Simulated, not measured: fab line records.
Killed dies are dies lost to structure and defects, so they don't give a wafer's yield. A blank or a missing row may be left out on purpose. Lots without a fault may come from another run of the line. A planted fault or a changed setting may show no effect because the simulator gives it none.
Chamber matching || flow n5 finfet || N5_FIN_CUT_CUT_ETCH_15 on rie si-03: 4 sister chambers
The step etches Si in HBr/Cl2/O2, target depth 100 nm, bt time 10 s, time 42.4 s. 14 wafers are shown with their chamber, then 7 later ones without.

WAFERS WITH THEIR CHAMBER
{"wafer": "L074.4", "chamber": 3, "oes product au (a.u.)": 1.015, "HBr_flow_sccm (sccm)": 151.0}
{"wafer": "L074.5", "chamber": 1, "oes product au (a.u.)": 1.005, "HBr_flow_sccm (sccm)": 150.0}
{"wafer": "L074.6", "chamber": 2, "oes product au (a.u.)": 0.989, "HBr_flow_sccm (sccm)": 148.7}
{"wafer": "L075.2", "chamber": 0, "oes product au (a.u.)": 1.000, "HBr_flow_sccm (sccm)": 149.7}
{"wafer": "L075.3", "chamber": 1, "oes product au (a.u.)": 1.000, "HBr_flow_sccm (sccm)": 150.0}
{"wafer": "L075.4", "chamber": 3, "oes product au (a.u.)": 1.010, "HBr_flow_sccm (sccm)": 150.2}
{"wafer": "L077.1", "chamber": 2, "oes product au (a.u.)": 0.995, "HBr_flow_sccm (sccm)": 150.3}
{"wafer": "L077.2", "chamber": 3, "oes product au (a.u.)": 1.001, "HBr_flow_sccm (sccm)": 149.7}
{"wafer": "L077.4", "chamber": 0, "oes product au (a.u.)": 1.001, "HBr_flow_sccm (sccm)": 149.8}
{"wafer": "L083.3", "chamber": 2, "oes product au (a.u.)": 0.988, "HBr_flow_sccm (sccm)": 150.3}
{"wafer": "L083.4", "chamber": 1, "oes product au (a.u.)": 1.004, "HBr_flow_sccm (sccm)": 149.9}
{"wafer": "L083.5", "chamber": 2, "oes product au (a.u.)": 1.000, "HBr_flow_sccm (sccm)": 149.9}
{"wafer": "L089.1", "chamber": 1, "oes product au (a.u.)": 0.996, "HBr_flow_sccm (sccm)": 150.0}
{"wafer": "L089.2", "chamber": 0, "oes product au (a.u.)": 1.005, "HBr_flow_sccm (sccm)": 150.1}

SIGNATURES (averages over the wafers above)
{"reading": "oes product au", "chamber 0": 1.00200, "chamber 1": 1.00125, "chamber 2": 0.99300, "chamber 3": 1.00867, "scatter within a chamber": 0.00509}
{"reading": "HBr_flow_sccm", "chamber 0": 149.867, "chamber 1": 149.975, "chamber 2": 149.800, "chamber 3": 150.300, "scatter within a chamber": 0.517}
Rule: for a wafer and a chamber, the distance is found by dividing, reading by reading, the gap between the wafer's reading and the chamber's mean by the reading's scatter, squaring, summing and taking the root. If the next closest chamber is less than 2 further off than the closest, the wafer can't be placed; otherwise it belongs to the closest. The scatter: the root of (the sum of the squares of (reading less its chamber's mean) over the shown wafers, divided by (wafers less chambers)).

WAFERS WHOSE CHAMBER IS MISSING
{"wafer": "L089.4", "oes product au (a.u.)": 0.982, "HBr_flow_sccm (sccm)": 150.2}
{"wafer": "L091.1", "oes product au (a.u.)": 1.002, "HBr_flow_sccm (sccm)": 149.7}
{"wafer": "L091.3", "oes product au (a.u.)": 0.990, "HBr_flow_sccm (sccm)": 149.7}
{"wafer": "L091.6", "oes product au (a.u.)": 1.000, "HBr_flow_sccm (sccm)": 150.3}
{"wafer": "L097.1", "oes product au (a.u.)": 0.998, "HBr_flow_sccm (sccm)": 149.5}
{"wafer": "L097.2", "oes product au (a.u.)": 0.985, "HBr_flow_sccm (sccm)": 149.6}
{"wafer": "L097.4", "oes product au (a.u.)": 1.003, "HBr_flow_sccm (sccm)": 150.2}

CHAMBER TAKEN BY EACH
{"wafer": "L089.4", "from the rows above": "can't be placed: 2 or 1 or 0", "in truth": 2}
{"wafer": "L091.1", "from the rows above": "can't be placed: 0 or 1 or 3 or 2", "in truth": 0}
{"wafer": "L091.3", "from the rows above": "can't be placed: 2 or 1 or 0", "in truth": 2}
{"wafer": "L091.6", "from the rows above": "can't be placed: 1 or 0 or 2 or 3", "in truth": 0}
{"wafer": "L097.1", "from the rows above": "can't be placed: 0 or 1 or 2 or 3", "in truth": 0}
{"wafer": "L097.2", "from the rows above": "can't be placed: 2 or 1 or 0", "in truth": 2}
{"wafer": "L097.4", "from the rows above": "can't be placed: 1 or 0 or 3 or 2", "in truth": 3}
Correct placement for 0 of the 7. Unplaceable from these rows: 7, with the true chamber sitting among the candidates in 7. Placed wrongly: 0.
